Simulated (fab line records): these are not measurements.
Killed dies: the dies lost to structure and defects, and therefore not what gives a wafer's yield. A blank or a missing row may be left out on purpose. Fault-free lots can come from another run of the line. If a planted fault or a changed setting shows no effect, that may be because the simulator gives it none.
A struck lot beside a sound one | flow nandHarc | 22 out of 1159 route steps
Sound: wafers L248.2, L248.5, L248.6. Wafers struck: L243.4, L243.5, L243.6. The cause is given at the end.
Order at every step that has rows: each side's tool, ch and its chambers, its first start. Under that, the readings that differ: sound wafers | struck wafers | difference of the means | sigmas: that difference in standard deviations of wafers without a fault.
alike: words and numbers the same on both sides, and readings whose means are apart by under 2 such deviations; not compared: readings that were withheld, readings missing a value for some wafer, numbers with overlapping values and no deviation given by the record, and bounds like >300 which may hide the same value.
The two part at a step that has a row with sigmas, a row that says differs or no value, or rows on one side only. Non-overlapping numbers with no deviation appear without sigmas and do not part them. A reading missing from all wafers of one side parts the sides only when that side holds two or more wafers.

first, 2 steps without rows for these wafers: NHARC_A_SGD_CUT_ETCH_26 (etches SiO2 in dHF, target depth 45.8 nm); NHARC_A_SGD_CUT_ETCHBACK_24 (etches the open film in CH3F/O2, target depth 50 nm, time 92.857 s).
NHARC_A_SGD_CUT_STRIP_28: strips in O2, time 20 s.
  sound on rieDiel-05 ch 0,1,3; struck on rieDiel-11 ch 1,2,3
  alike: drypumpMotorCurrentA, mfcArSccm, oesProductAu, rfVppV, showerheadPlenumPTorr, throttleValvePct
  not compared: rfHoursCounterH
NHARC_A_SGD_CUT_INSPECT_25:
  struck on defectInspect-02, day 18 00:28; sound on defectInspect-01, day 18 10:04
  alike: rawDefectCount
then, 1 step without rows for these wafers: NHARC_A_SLIT_DEP_25 (deposits SiO2, target thk 200 nm).
NHARC_A_SLIT_DEP_00: deposits aC, target thk 3200 nm.
  sound on aclDep-03 ch 0, day 18 15:35; struck on aclDep-01 ch 0, day 18 03:41
  alike: throttleValvePct
NHARC_A_SLIT_DEP_23: deposits SiON, target thk 100 nm.
  sound on pecvd-03 ch 0,1,2, day 18 17:18; struck on pecvd-02 ch 0,1,2, day 18 04:46
  alike: heaterPowerW
then, 5 steps without rows for these wafers: NHARC_A_SLIT_DEHYDRATE_01 (time 120 s); NHARC_A_SLIT_HMDS_02 (time 30 s); NHARC_A_SLIT_COAT_03 (resist thk 90 nm); NHARC_A_SLIT_SOFTBAKE_04 (time 55 s); NHARC_A_SLIT_EBR_05.
NHARC_A_SLIT_EXPOSE_06: exposes mask SLIT.
  sound on arfiScanner-01 ch 0, day 18 17:49; struck on arfiScanner-03 ch 0, day 18 05:07
reading           | sound             | struck            | difference | sigmas
exposureDoseMJCm2 | 60.86 60.82 60.78 | 78.46 78.49 78.39 | +17.63     | +99 or more
  alike: mask
then, 2 steps without rows for these wafers: NHARC_A_SLIT_PEB_07 (peb time 65 s); NHARC_A_SLIT_DEVELOP_08 (develop time 35 s).
NHARC_A_SLIT_CD_MEAS_09: the cd target is 300 nm.
  sound on cdSem-03 ch 0, day 18 17:57; struck on cdSem-02 ch 0, day 18 05:14
reading   | sound             | struck            | difference | sigmas
cdNm (nm) | 300.8 300.7 300.0 | 314.5 314.6 314.6 | +14.1      | +23
NHARC_A_SLIT_OVL_MEAS_10:
  struck on overlay-02, day 18 05:19; sound on overlay-01, day 18 18:02
  alike: overlayXNm, overlayYNm
NHARC_A_SLIT_INSPECT_11:
  struck on defectInspect-01, day 18 05:22; sound on defectInspect-01, day 18 18:04
  alike: rawDefectCount
NHARC_A_SLIT_DESCUM_14: chemistry O2, time 3 s.
  sound on rieDiel-04 ch 0,3, day 18 18:08; struck on rieDiel-09 ch 0,1,2, day 18 05:26
  alike: drypumpMotorCurrentA, mfcArSccm, oesProductAu, rfVppV, showerheadPlenumPTorr, throttleValvePct
  not compared: rfHoursCounterH
NHARC_A_SLIT_ETCH_24: etches the open film in CF4/CHF3, target depth 121 nm, time 60.5 s.
  sound on rieDiel-04 ch 1,2, day 18 18:13; struck on rieDiel-09 ch 2,3, day 18 05:30
reading                      | sound                  | struck            | difference | sigmas
model.A_SLIT.cdOffsetNm (nm) | -0.1516 0.02593 -1.616 | 12.58 13.39 13.88 | +13.86     | 
  alike: biasW, drypumpMotorCurrentA, mfcArSccm, oesProductAu, rfVppV, showerheadPlenumPTorr, throttleValvePct
  not compared: rfHoursCounterH
NHARC_A_SLIT_ETCH_15: etches the open film in O2/COS, target depth 3200 nm, time 832 s.
  sound on rieDiel-04 ch 0,1; struck on rieDiel-09 ch 0,3
reading                      | sound                 | struck            | difference | sigmas
rfVppV (V)                   | 313.1 312.9 314.0     | 316.6 314.5 316.9 | +2.7       | +2
model.A_SLIT.cdOffsetNm (nm) | -0.3466 0.1557 -1.675 | 11.8 12.62 13.38  | +13.2      | 
  alike: biasW, cosFlowSccm, drypumpMotorCurrentA, mfcArSccm, oesProductAu, showerheadPlenumPTorr, throttleValvePct
  not compared: rfHoursCounterH
NHARC_A_SLIT_ETCH_17: etches the open film in C4F8/O2/Ar, time 1687.5 s, target depth 10100 nm.
  sound on harEtch-01 ch 0,1, day 18 19:14; struck on harEtch-01 ch 0,1, day 18 06:41
  alike: drypumpMotorCurrentA, mfcArSccm, showerheadPlenumPTorr, throttleValvePct
  not compared: rfHoursCounterH

## WHERE THEY PART
First at NHARC_A_SLIT_EXPOSE_06; last, within this record, at NHARC_A_SLIT_ETCH_15. Later steps at which nothing parts them and some readings are alike: NHARC_A_SLIT_ETCH_17.

WHY: whatever the simulator had introduced
Drift in process parameters on arfiScanner-03 at NHARC_A_SLIT_EXPOSE_06, starting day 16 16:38. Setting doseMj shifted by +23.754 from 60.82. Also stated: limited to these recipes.
